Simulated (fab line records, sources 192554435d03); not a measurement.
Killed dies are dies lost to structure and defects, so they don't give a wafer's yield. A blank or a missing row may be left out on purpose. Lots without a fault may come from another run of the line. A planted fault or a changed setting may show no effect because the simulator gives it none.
fab line records | flow n5_finfet
record lots=7 wafers=21
route steps=1938 shown BEOL_M8@1377 BEOL_M9@1419 BEOL_M10@1499 BEOL_M11@1560
start_h: hours from the record's first day to the start of the lot's first wafer shown | wait_h: hours since the lot's step before | " the same as in the row above | L1.1+2: a row that stands for several wafers | - no value, or no start given | * or withheld: withheld | < > ~ a bound
route shown NAME@n: a module of which the file shows steps, and the number in the route of the first | usual: mean/standard deviation of fault-free wafers | same: alike in all rows | chamber/n: place in a boat | sites: the reading at each site | _std_site: their standard deviation | _edge_site: outer sites' mean less inner sites' | radius_mm: how far each site lies from the wafer's centre | mask NAME#n: copy n | behind: the tool/chamber that last shaped the wafer | hold: why the lot was held/for how many hours/how that ended | device: the transistor (n, p or np) that didn't switch | end of line: the same wafers' tests at the end of the route | a step without rows: its recipe alone | killed: dies lost to structure and defects at the first sort, not the wafer's yield | map: a wafer's dies, x killed, . not, _ none there
set.NAME: the setting as run; set.NAME@STEP: as run at that earlier step | model.NAME: the simulator's own value behind a step, which no gauge read
lots whose settings were changed on purpose; a table a step, a row a wafer
## steps
# step N5_BEOL_M8_TRENCH_ETCH_37
# recipe chemistry=C4F6/O2 target_depth_a=934.78 target=SiCOH_lowk time_s=31.2 ion_energy_ev=250 pressure_mtorr=30 source_w=345 bias_w=185 Ar_flow_sccm=300 C4F6_flow_sccm=10 O2_flow_sccm=10
# usual rf_vpp_V=667/9.6
# columns lot.wafer tool chamber start_h wait_h set.source_w rf_vpp_V model.etch.depth_nm model.BEOL_M8.feature_depth_nm
L074.1 rie_diel-04 2 - - 373.2 647 97.06 97
L074.3 " 1 " " 345 659 92.95 93
L074.5 " 3 " " 373.2 656 94.39 94.4
L078.1 rie_diel-02 2 - - 345 649 92.8 92.8
L078.2 " 0 " " 307.4 714 87.41 87.4
L078.5 " 2 " " 307.4 688 88.47 88.4
L080.1 rie_diel-02 1 - - 345 656 93.35 93.4
L080.3 " 3 " " 345 661 92.93 93
L080.4 " 2 " " 401.7 603 97.59 97.6
L086.1 rie_diel-04 3 - - 345 681 92.19 92.2
L086.3 " 1 " " 316.2 687 88.54 88.6
L086.4 " 0 " " 316.2 688 88.55 88.6
L088.1 rie_diel-04 2 - - 386.7 636 95.83 95.8
L088.2 " 1 " " 386.7 621 95.25 95.2
L088.3 " 3 " " 345 681 89.77 89.8
L087.1 rie_diel-05 3 - - 345 672 90.66 90.6
L087.2 " 0 " " 345 664 92.03 92
L087.3 " 1 " " 345 675 91.35 91.4
L096.2 rie_diel-05 2 - - 374.5 641 96.74 96.8
L096.3 " 1 " " 374.5 648 93.21 93.2
L096.6 " 1 " " 345 674 90.76 90.8
# step N5_BEOL_M8_ETCH_41
# recipe chemistry=CH3F/O2 target=SiCN target_depth_a=319 taper_deg=2 time_s=57.8 ion_energy_ev=120 mask_material=TiN pressure_mtorr=30 source_w=395 bias_w=75 Ar_flow_sccm=150 CH3F_flow_sccm=30 O2_flow_sccm=20
# step N5_BEOL_M8_STRIP_80
# recipe chemistry=N2/H2 time_s=10 power_w=450 temp_c=40 pressure_mtorr=20 rf_frequency_hz=6e+07 bias_power_w=7 n2_flow_sccm=200 h2_flow_sccm=200
# step N5_BEOL_M8_OCD_MEAS_38
# usual trench_depth_nm=92.3/1.2
# columns lot.wafer tool chamber start_h wait_h set.source_w@BEOL_M8_TRENCH_ETCH_37 trench_depth_nm
L074.1 ocd-01 - 203.69 - 373.2 96.9
L074.3 " - " " 345 93.1
L074.5 " - " " 373.2 94.8
L078.1 ocd-02 - 226.67 - 345 92.6
L078.2 " - " " 307.4 87.0
L078.5 " - " " 307.4 88.5
L080.1 ocd-01 - 231.69 - 345 93.7
L080.3 " - " " 345 93.1
L080.4 " - " " 401.7 97.7
L086.1 ocd-02 - 276.54 - 345 92.3
L086.3 " - " " 316.2 88.3
L086.4 " - " " 316.2 88.3
L088.1 ocd-01 - 285.93 - 386.7 95.8
L088.2 " - " " 386.7 95.3
L088.3 " - " " 345 89.7
L087.1 ocd-01 - 287.98 - 345 91.1
L087.2 " - " " 345 92.8
L087.3 " - " " 345 91.1
L096.2 ocd-01 - 330.24 - 374.5 96.8
L096.3 " - " " 374.5 93.3
L096.6 " - " " 345 90.7
# step N5_BEOL_M8_ALD_77
# recipe material=TaN target_thk_a=20 temp_c=275 ald_precursor_family=PDMAT ald_co_reactant=NH3 pressure_torr=3 carrier_flow_sccm=1500 pulse_time_s=2 purge_time_s=3 co_reactant_purge_time_s=2 co_reactant_pulse_time_s=3 ald_cycles=40 precursor_vessel_temp_c=75 precursor_vessel_pressure_torr=26.25 precursor_vessel_carrier_sccm=1000
# columns lot.wafer tool chamber start_h wait_h set.ald_cycles
L074.1+3 ald_metal-02 1,2 204.43 0.0 44
L074.5 " 1 " " 40
L078.1+2+5 ald_metal-02 1,3,3 227.53 0.0 40
L080.1+3+4 ald_metal-03 2,0,1 234.05 0.0 40
L086.1+4 ald_metal-04 2,0 277.20 0.0 36
L086.3 " 3 " " 40
L088.1+2 ald_metal-02 1,0 287.26 0.3 40
L088.3 " 2 " " 36
L087.1+2+3 ald_metal-04 1,0,3 288.71 0.1 40
L096.2+3 ald_metal-04 3,1 331.16 0.0 40
L096.6 " 2 " " 38
# step N5_BEOL_M8_SURFACE_TREAT_79
# recipe gas=Ar time_s=* ion_energy_ev=* ion_current_ma_cm2=0.5 pressure_mtorr=* ar_flow_sccm=30
# step N5_BEOL_M8_CVD_78
# recipe material=Co target_thk_a=20 temp_c=withheld precursor=CCTBA/H2 pressure_torr=30 time_s=142.3
# step N5_BEOL_M8_PRE_CLEAN_55
# recipe gas=NH3 time_s=15 temp_c=withheld rf_power_w=300
# step N5_BEOL_M8_DEP_56
# recipe material=SiCN target_thk_a=100 temp_c=withheld precursor=3MS/NH3 pressure_torr=3 rf_w=202 time_s=17.5
# step N5_BEOL_M8_RS_MEAS_57
# recipe thk_meas_gauge=four-point-probe reads=Cu_of_BEOL_M8_ECD_50+Co_of_BEOL_M8_CVD_78+TaN_of_BEOL_M8_ALD_77
# usual M8_RS=0.289/0.0065
# columns lot.wafer tool chamber start_h wait_h set.source_w@BEOL_M8_TRENCH_ETCH_37 M8_RS[ohm/sq]
L074.1 film_metro-01 - 207.44 0.1 373.2 0.276
L074.3 " - " " 345 0.288
L074.5 " - " " 373.2 0.287
L078.1 film_metro-01 - 229.13 0.1 345 0.285
L078.2 " - " " 307.4 0.312
L078.5 " - " " 307.4 0.313
L080.1 film_metro-01 - 235.52 0.1 345 0.276
L080.3 " - " " 345 0.285
L080.4 " - " " 401.7 0.264
L086.1 film_metro-02 - 278.71 0.1 345 0.293
L086.3 " - " " 316.2 0.304
L086.4 " - " " 316.2 0.309
L088.1 film_metro-02 - 288.90 0.1 386.7 0.273
L088.2 " - " " 386.7 0.274
L088.3 " - " " 345 0.294
L087.1 film_metro-01 - 290.20 0.1 345 0.283
L087.2 " - " " 345 0.283
L087.3 " - " " 345 0.286
L096.2 film_metro-01 - 332.88 0.1 374.5 0.267
L096.3 " - " " 374.5 0.284
L096.6 " - " " 345 0.294
# step N5_BEOL_M9_ETCH_62
# recipe chemistry=N2/H2 target=SOC target_depth_a=1100 overetch_a=220 mask_material=SiARC temp_c=40 time_s=165 ion_energy_ev=200 pressure_mtorr=30 source_w=840 bias_w=150 n2_flow_sccm=200 h2_flow_sccm=200
# usual rf_vpp_V=524.4/2.6
# columns lot.wafer tool chamber start_h wait_h set.source_w rf_vpp_V
L074.1 rie_diel-03 2 209.23 0.0 913.6 506.3
L074.3 " 3 " " 840 526.1
L074.5 " 1 " " 913.6 512.9
L078.1 rie_diel-06 0 231.43 0.0 840 523.1
L078.2 " 3 " " 840 527.3
L078.5 " 2 " " 840 523.5
L080.1 rie_diel-03 0 237.48 0.0 840 526.9
L080.3 " 2 " " 840 519.6
L080.4 " 0 " " 939.1 507.9
L086.1 rie_diel-01 0 286.30 3.7 840 525.7
L086.3 " 0 " " 945.3 505.9
L086.4 " 0 " " 840 526.3
L088.1 rie_diel-06 2 291.75 0.0 840 521.8
L088.2 " 0 " " 692.5 556.1
L088.3 " 3 " " 692.5 563.9
L087.1 rie_diel-06 3 292.73 0.0 840 527.8
L087.2 " 0 " " 840 522.1
L087.3 " 1 " " 840 523.7
L096.2 rie_diel-06 0 335.56 0.0 840 522.4
L096.3 " 1 " " 840 524.6
L096.6 " 0 " " 752.4 541.4
# step N5_BEOL_M9_COAT_22
# recipe resist=CAR-EUV spin_rpm=1500 resist_thk_nm=30
# columns lot.wafer tool chamber start_h wait_h set.spin_rpm model.CAR-EUV_of_BEOL_M9_COAT_22.thk_nm
L074.1 litho_track-01 0 - - 1500 30.2
L074.3 " 0 " " 1619 29
L074.5 " 0 " " 1619 29.2
L078.1+5 litho_track-02 0 - - 1500 30
L078.2 " 0 " " 1356 31.6
L080.1+4 litho_track-05 0 - - 1500 30
L080.3 " 0 " " 1500 30.2
L086.1 litho_track-02 0 - - 1647 28.6
L086.3+4 " 0 " " 1500 30
L088.1+3 litho_track-01 0 - - 1358 31.8
L088.2 " 0 " " 1358 31.6
L087.1 litho_track-02 0 - - 1500 30.2
L087.2+3 " 0 " " 1500 30
L096.2+3+6 litho_track-05 0 - - 1500 30
# step N5_BEOL_M9_EBR_24
# recipe solvent=PGMEA ebr_width_mm=1.5
# step N5_BEOL_M9_SOFTBAKE_23
# recipe temp_c=110 time_s=60 resist=CAR-EUV
# step N5_BEOL_M9_DESCUM_33
# recipe chemistry=O2 time_s=7 source_power_w=50 bias_power_w=20 pressure_mtorr=20 rf_frequency_hz=2.712e+07 temp_c=40 resist=CAR-EUV o2_flow_sccm=225
# columns lot.wafer tool chamber start_h wait_h set.spin_rpm@BEOL_M9_COAT_22 model.CAR-EUV_of_BEOL_M9_COAT_22.thk_nm
L074.1 rie_diel-01 2 210.86 0.0 1500 26.2
L074.3+5 " 1 " " 1619 25.2
L078.1+5 rie_diel-06 0 233.45 0.0 1500 26.2
L078.2 " 1 " " 1356 27.8
L080.1+3+4 rie_diel-01 0,1,3 238.50 0.1 1500 26.2
L086.1 rie_diel-03 2 287.74 0.3 1647 24.8
L086.3 " 1 " " 1500 26.2
L086.4 " 0 " " 1500 26
L088.1+2+3 rie_diel-06 1,0,3 293.35 0.0 1358 27.8
L087.1+3 rie_diel-06 0,2 294.20 0.4 1500 26.2
L087.2 " 3 " " 1500 26
L096.2+3+6 rie_diel-06 2,3,1 337.21 0.0 1500 26
# step N5_BEOL_M10_EXPOSE_25
# recipe mask_id=V9 na=1.35 source_shape=annular sigma_inner=0.5 sigma_outer=0.8 polarization=unpolarized dose_mj=85.5
# columns lot.wafer tool chamber start_h wait_h mask set.dose_mj
L074.1+3+5 arfi_scanner-02 0 217.75 - V9#0 85.5
L078.1+2 arfi_scanner-02 0 239.36 - V9#0 85.5
L078.5 " 0 " " V9#0 90.95
L080.1+3+4 arfi_scanner-01 0 247.69 - V9#0 85.5
L088.1 arfi_scanner-02 0 300.16 - V9#0 85.5
L088.2+3 " 0 " " V9#0 88.28
L086.1 arfi_scanner-01 0 302.20 - V9#0 89.71
L086.3+4 " 0 " " V9#0 85.5
L087.1+2+3 arfi_scanner-02 0 302.41 - V9#0 85.5
L096.2+6 arfi_scanner-03 0 344.38 - V9#0 88.45
L096.3 " 0 " " V9#0 85.5
# step N5_BEOL_M10_PEB_26
# recipe peb_temp_c=withheld peb_time_s=60 resist=CAR-ArF
# columns lot.wafer tool chamber start_h wait_h set.peb_time_s
L074.1+3+5 litho_track-04 0 217.82 0.1 60
L078.1+2 litho_track-03 0 239.42 0.1 54.92
L078.5 " 0 " " 60
L080.1+4 litho_track-03 0 247.76 0.1 60
L080.3 " 0 " " 72.79
L088.1+2+3 litho_track-04 0 300.23 0.1 60
L086.1+3+4 litho_track-03 0 302.26 0.1 52.1
L087.1+2+3 litho_track-03 0 302.48 0.1 60
L096.2+6 litho_track-03 0 344.43 0.1 60
L096.3 " 0 " " 53.37
# step N5_BEOL_M10_DEVELOP_27
# recipe develop_time_s=30 developer=TMAH resist=CAR-ArF rinse_liquid=diw dry=air_spin dev_temp_c=23
# step N5_BEOL_M10_CD_MEAS_28
# recipe target_cd_nm=70 landing_energy_ev=500 detector=se_inlens polarity=opening
# usual cd_nm=69.9/0.86
# columns lot.wafer tool chamber start_h wait_h set.dose_mj@BEOL_M10_EXPOSE_25 set.peb_time_s@BEOL_M10_PEB_26 cd_nm
L074.1 cd_sem-02 0 217.88 - 85.5 60 69.0
L074.3 " 0 " " 85.5 60 68.7
L074.5 " 0 " " 85.5 60 68.0
L078.1 cd_sem-01 0 239.49 - 85.5 54.92 66.8
L078.2 " 0 " " 85.5 54.92 66.5
L078.5 " 0 " " 90.95 60 76.0
L080.1 cd_sem-03 0 247.82 - 85.5 60 70.4
L080.3 " 0 " " 85.5 72.79 79.0
L080.4 " 0 " " 85.5 60 70.4
L088.1 cd_sem-02 0 300.29 - 85.5 60 69.5
L088.2 " 0 " " 88.28 60 72.6
L088.3 " 0 " " 88.28 60 73.5
L086.1 cd_sem-01 0 302.33 - 89.71 52.1 67.2
L086.3 " 0 " " 85.5 52.1 64.8
L086.4 " 0 " " 85.5 52.1 63.4
L087.1 cd_sem-02 0 302.54 - 85.5 60 69.7
L087.2 " 0 " " 85.5 60 71.0
L087.3 " 0 " " 85.5 60 70.3
L096.2 cd_sem-01 0 344.50 - 88.45 60 73.1
L096.3 " 0 " " 85.5 53.37 65.1
L096.6 " 0 " " 88.45 60 74.3
# step N5_BEOL_M11_COAT_63
# recipe resist=SOC temp_c=250 time_s=60 spin_rpm=1500 resist_thk_nm=100
# columns lot.wafer tool chamber start_h wait_h set.spin_rpm model.SOC_of_BEOL_M11_COAT_63.thk_nm
L074.1+3 litho_track-03 0 225.84 0.1 1567 97.8
L074.5 " 0 " " 1500 99.8
L078.1+5 litho_track-05 0 247.59 1.7 1500 100.2
L078.2 " 0 " " 1500 100.4
L080.1 litho_track-02 0 255.15 0.3 1429 102.4
L080.3 " 0 " " 1429 102
L080.4 " 0 " " 1429 102.6
L088.1 litho_track-05 0 306.88 0.0 1500 99.8
L088.2 " 0 " " 1341 105.4
L088.3 " 0 " " 1500 100
L087.1 litho_track-02 0 310.58 1.5 1500 100.4
L087.2 " 0 " " 1500 100
L087.3 " 0 " " 1500 100.2
L086.1 litho_track-03 0 310.58 1.6 1570 97.6
L086.3 " 0 " " 1500 100
L086.4 " 0 " " 1500 99.6
L096.2 litho_track-03 0 353.70 0.1 1437 102
L096.3 " 0 " " 1500 99.8
L096.6 " 0 " " 1500 100
# step N5_BEOL_M11_COAT_22
# recipe resist=CAR-ArF spin_rpm=1500 resist_thk_nm=90
# columns lot.wafer tool chamber start_h wait_h set.spin_rpm model.CAR-ArF_of_BEOL_M11_COAT_22.thk_nm
L074.1 litho_track-03 0 - - 1500 90.4
L074.3 " 0 " " 1570 88
L074.5 " 0 " " 1500 90.2
L078.1 litho_track-05 0 - - 1500 90.2
L078.2+5 " 0 " " 1379 94
L080.1 litho_track-02 0 - - 1500 90.2
L080.3 " 0 " " 1500 90.4
L080.4 " 0 " " 1500 90.6
L088.1+2 litho_track-05 0 - - 1500 90.2
L088.3 " 0 " " 1342 95.4
L087.1+3 litho_track-02 0 - - 1500 90
L087.2 " 0 " " 1500 89.8
L086.1+3 litho_track-03 0 - - 1500 89.8
L086.4 " 0 " " 1500 90
L096.2+6 litho_track-03 0 - - 1617 86.6
L096.3 " 0 " " 1500 89.6
# step N5_BEOL_M11_EBR_24
# recipe solvent=PGMEA ebr_width_mm=1.5
# step N5_BEOL_M11_SOFTBAKE_23
# recipe temp_c=110 time_s=60 resist=CAR-ArF
# step N5_BEOL_M11_DESCUM_33
# recipe chemistry=O2 time_s=7.9 source_power_w=50 bias_power_w=20 pressure_mtorr=20 rf_frequency_hz=2.712e+07 temp_c=40 resist=CAR-ArF o2_flow_sccm=225
# step N5_BEOL_M11_ETCH_65
# recipe chemistry=CF4 target=SiARC target_depth_a=390 mask_material=CAR-ArF time_s=65 ion_energy_ev=80 pressure_mtorr=40 source_w=545 bias_w=36 Ar_flow_sccm=100 cf4_flow_sccm=100 ends=cleared
# step N5_BEOL_M11_ETCH_66
# recipe chemistry=N2/H2 target=SOC target_depth_a=1200 overetch_a=240 mask_material=SiARC temp_c=40 time_s=180 ion_energy_ev=200 pressure_mtorr=30 source_w=840 bias_w=150 n2_flow_sccm=200 h2_flow_sccm=200
# columns lot.wafer tool chamber start_h wait_h set.spin_rpm@BEOL_M11_COAT_63 model.etch.depth_nm
L074.1 rie_diel-03 1 226.28 0.0 1567 97.89
L074.3 " 2 " " 1567 97.87
L074.5 " 0 " " 1500 99.88
L078.1 rie_diel-06 1 248.04 0.0 1500 100.1
L078.2 " 0 " " 1500 100.5
L078.5 " 1 " " 1500 100.2
L080.1 rie_diel-01 1 255.70 0.0 1429 102.4
L080.3 " 0 " " 1429 102.1
L080.4 " 3 " " 1429 102.6
L088.1 rie_diel-01 3 307.30 0.0 1500 99.81
L088.2 " 0 " " 1341 105.4
L088.3 " 1 " " 1500 99.95
L087.1 rie_diel-03 3 311.13 0.0 1500 100.4
L087.2 " 2 " " 1500 99.91
L087.3 " 1 " " 1500 100.3
L086.1 rie_diel-01 1 311.17 0.0 1570 97.69
L086.3 " 3 " " 1500 100
L086.4 " 1 " " 1500 99.64
L096.2 rie_diel-03 0 354.25 0.0 1437 101.9
L096.3 " 3 " " 1500 99.77
L096.6 " 3 " " 1500 99.93
# step N5_BEOL_M11_STRIP_69
# recipe chemistry=N2/H2 temp_c=40 n2_flow_sccm=200 h2_flow_sccm=200 rf_frequency_hz=6e+07
# step N5_BEOL_M11_VIA_ETCH_34
# recipe chemistry=C4F6/O2 target=SiCOH_lowk target_depth_a=1845 mask_material=SOC taper_deg=4 time_s=69.2 ion_energy_ev=250 pressure_mtorr=30 source_w=345 bias_w=185 Ar_flow_sccm=300 C4F6_flow_sccm=10 O2_flow_sccm=10
# columns lot.wafer tool chamber start_h wait_h set.spin_rpm@BEOL_M11_COAT_63 model.SOC_of_BEOL_M11_COAT_63.thk_nm
L074.1+3 rie_diel-03 1,2 226.40 0.0 1567 90
L074.5 " 0 " " 1500 91.6
L078.1 rie_diel-06 1 248.16 0.0 1500 92
L078.2 " 0 " " 1500 92.4
L078.5 " 1 " " 1500 92.2
L080.1+3 rie_diel-01 1,0 255.82 0.0 1429 94.4
L080.4 " 3 " " 1429 94.6
L088.1+3 rie_diel-01 3,1 307.43 0.0 1500 91.8
L088.2 " 0 " " 1341 97.8
L087.1 rie_diel-03 3 311.25 0.0 1500 92.2
L087.2 " 2 " " 1500 92
L087.3 " 1 " " 1500 92.6
L086.1 rie_diel-01 1 311.30 0.0 1570 89.6
L086.3 " 3 " " 1500 92.2
L086.4 " 1 " " 1500 91.6
L096.2 rie_diel-03 0 354.38 0.0 1437 94
L096.3 " 3 " " 1500 91.6
L096.6 " 3 " " 1500 91.8
## key
split step=N5_BEOL_M8_TRENCH_ETCH_37 setting=source_w stated=345 by=wafer
response step=N5_BEOL_M8_TRENCH_ETCH_37 reading=rf_vpp_V change=-3.35 per=1% r=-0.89
response step=N5_BEOL_M8_TRENCH_ETCH_37 reading=model.etch.depth_nm change=+0.383 per=1% r=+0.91
response step=N5_BEOL_M8_TRENCH_ETCH_37 reading=model.BEOL_M8.feature_depth_nm change=+0.38 per=1% r=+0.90
response step=N5_BEOL_M8_OCD_MEAS_38 reading=trench_depth_nm change=+0.386 per=1% r=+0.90
response step=N5_BEOL_M8_RS_MEAS_57 reading=M8_RS change=-0.00151 per=1% r=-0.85
split step=N5_BEOL_M8_ALD_77 setting=ald_cycles stated=40 by=wafer
response none clear
split step=N5_BEOL_M9_ETCH_62 setting=source_w stated=840 by=wafer
response step=N5_BEOL_M9_ETCH_62 reading=rf_vpp_V change=-1.82 per=1% r=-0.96
split step=N5_BEOL_M9_COAT_22 setting=spin_rpm stated=1500 by=wafer
response step=N5_BEOL_M9_COAT_22 reading=model.CAR-EUV_of_BEOL_M9_COAT_22.thk_nm change=-0.151 per=1% r=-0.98
response step=N5_BEOL_M9_DESCUM_33 reading=model.CAR-EUV_of_BEOL_M9_COAT_22.thk_nm change=-0.143 per=1% r=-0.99
split step=N5_BEOL_M10_EXPOSE_25 setting=dose_mj stated=85.5 by=wafer
response step=N5_BEOL_M10_CD_MEAS_28 reading=cd_nm slope=+0.879 per=1% together_with=peb_time_s@BEOL_M10_PEB_26 explained=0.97
split step=N5_BEOL_M10_PEB_26 setting=peb_time_s stated=60 by=wafer
response step=N5_BEOL_M10_CD_MEAS_28 reading=cd_nm change=+0.549 per=1% r=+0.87
split step=N5_BEOL_M11_COAT_63 setting=spin_rpm stated=1500 by=wafer
response step=N5_BEOL_M11_COAT_63 reading=model.SOC_of_BEOL_M11_COAT_63.thk_nm change=-0.503 per=1% r=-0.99
response step=N5_BEOL_M11_ETCH_66 reading=model.etch.depth_nm change=-0.504 per=1% r=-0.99
response step=N5_BEOL_M11_VIA_ETCH_34 reading=model.SOC_of_BEOL_M11_COAT_63.thk_nm change=-0.531 per=1% r=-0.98
split step=N5_BEOL_M11_COAT_22 setting=spin_rpm stated=1500 by=wafer
response step=N5_BEOL_M11_COAT_22 reading=model.CAR-ArF_of_BEOL_M11_COAT_22.thk_nm change=-0.462 per=1% r=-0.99
